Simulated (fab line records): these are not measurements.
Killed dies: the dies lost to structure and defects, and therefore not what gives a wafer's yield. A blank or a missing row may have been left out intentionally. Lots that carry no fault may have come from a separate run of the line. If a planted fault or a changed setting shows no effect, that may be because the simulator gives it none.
Split-lot study | flow n5Finfet | 21 wafers read across 7 lots, on a route 1938 steps long

## ABOUT THE SPLIT
At N5_BEOL_M1_HM_DEP_02 (deposits TiN, target thk 20 nm), the setting targetThkA was moved away from the recipe's 200 angstrom on 4 of the 21 wafers read, by -11.3% to +6.2%. The other wafers ran this setting at the recipe's value.

## FROM THE SPLIT TO THE READING: what the file shows between them, 4 steps
- N5_BEOL_M1_COAT_61: time 60 s, resist thk 60 nm
- N5_BEOL_M1_COAT_62: time 60 s, resist thk 12 nm
- N5_BEOL_M1_STRIP_75: strips in N2/H2
- N5_BEOL_M1_STRIP_66: strips in CF4

## THE READING
etch.depthNm (the simulator's own value, which no gauge read), in nm, at N5_BEOL_M1_HM_OPEN_17 (chemistry Cl2/BCl3, target TiN, target depth 20 nm, overetch 6 nm). There is no usual value for it anywhere in the file. Average 20.09 nm, standard deviation 0.26 nm, over the 17 wafers here run with the recipe.

wafer  | tool, chamber at the split | targetThkA as run, angstrom | against the recipe | etch.depthNm, nm | against lot-mates on the recipe
L074.2 | pvdSputter-02, -           | 200                         | recipe             | 19.78            | -
L074.3 | pvdSputter-02, -           | 200                         | recipe             | 19.69            | -
L074.5 | pvdSputter-02, -           | 200                         | recipe             | 19.85            | -
L077.2 | pvdSputter-03, -           | 200                         | recipe             | 20.36            | -
L077.3 | pvdSputter-03, -           | 200                         | recipe             | 20.58            | -
L077.5 | pvdSputter-03, -           | 200                         | recipe             | 20.26            | -
L087.1 | pvdSputter-01, -           | 200                         | recipe             | 19.8             | -
L087.2 | pvdSputter-01, -           | 200                         | recipe             | 19.83            | -
L087.4 | pvdSputter-01, -           | 200                         | recipe             | 20.33            | -
L088.1 | pvdSputter-02, -           | 182.3                       | -8.8%              | 18.61            | -1.51
L088.3 | pvdSputter-02, -           | 200                         | recipe             | 20.12            | -
L088.5 | pvdSputter-02, -           | 182.3                       | -8.8%              | 18.51            | -1.61
L093.4 | pvdSputter-03, -           | 200                         | recipe             | 20.24            | -
L093.5 | pvdSputter-03, -           | 200                         | recipe             | 20.3             | -
L093.6 | pvdSputter-03, -           | 177.3                       | -11.3%             | 17.51            | -2.76
L095.2 | pvdSputter-02, -           | 212.4                       | +6.2%              | 21.38            | +1.08
L095.3 | pvdSputter-02, -           | 200                         | recipe             | 20.23            | -
L095.4 | pvdSputter-02, -           | 200                         | recipe             | 20.36            | -
L096.1 | pvdSputter-02, -           | 200                         | recipe             | 19.97            | -
L096.2 | pvdSputter-02, -           | 200                         | recipe             | 19.76            | -
L096.4 | pvdSputter-02, -           | 200                         | recipe             | 20               | -

FIT RESULTS
A straight line over all 21 wafers: etch.depthNm changes by +0.199 nm for each +1% of targetThkA; r = +0.95; the points scatter about the line by 0.27 nm.
The same after taking each lot's own level away (the mean of its wafers on the recipe; 21 wafers): +0.202 nm for each +1%; r = +0.97; scatter 0.18 nm.
According to that fit, moving targetThkA by its largest amount changes the reading by 2.3 nm.
The lots' own levels span 19.773 to 20.400 nm, that is 2.4 times the standard deviation above.
Hence the lot-to-lot level has little effect on the slope; both slopes agree.
Check: with one of the wafers moved furthest among these (-11.3%) left out of the fit, the line predicts -2 nm for it against its lot-mates. It came out at -2.76 nm against them.

## THE OTHER SPLITS THESE WAFERS WENT THROUGH
Note: prior to the reading, these wafers also went through further splits. Each is held against what the fit with the lots' levels taken away leaves over:
other split on the same wafers    | wafers away from the commonest value | r with etch.depthNm (lot level and that fit taken away)
N5_SD_EPI_P_EPI_21 epiGrowthTimeS | 6                                    | +0.18
N5_HKMG_FIN_ETCH_35 sourceW       | 4                                    | -0.02
N5_GATE_CUT_DESCUM_18 timeS       | 11                                   | +0.07
N5_BEOL_M1_PECVD_72 timeS         | 5                                    | -0.23

## THE WHOLE CHAIN: every reading that the file lists as answering this split, in the file's order
step                  | what it does                                                      | reading                                                                         | change (the file's fit)               | r (the file's)
N5_BEOL_M1_HM_DEP_02  | deposits TiN, target thk 20 nm                                    | TiN_of_BEOL_M1_HM_DEP_02.thkNm (the simulator's own value, which no gauge read) | +0.206 nm for each +1% of the setting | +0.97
N5_BEOL_M1_HM_OPEN_17 | chemistry Cl2/BCl3, target TiN, target depth 20 nm, overetch 6 nm | etch.depthNm (the simulator's own value, which no gauge read)                   | +0.211 nm for each +1% of the setting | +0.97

## THE FILE'S OWN FIT
etch.depthNm changes by +0.211 nm for each +1% of targetThkA, r = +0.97.
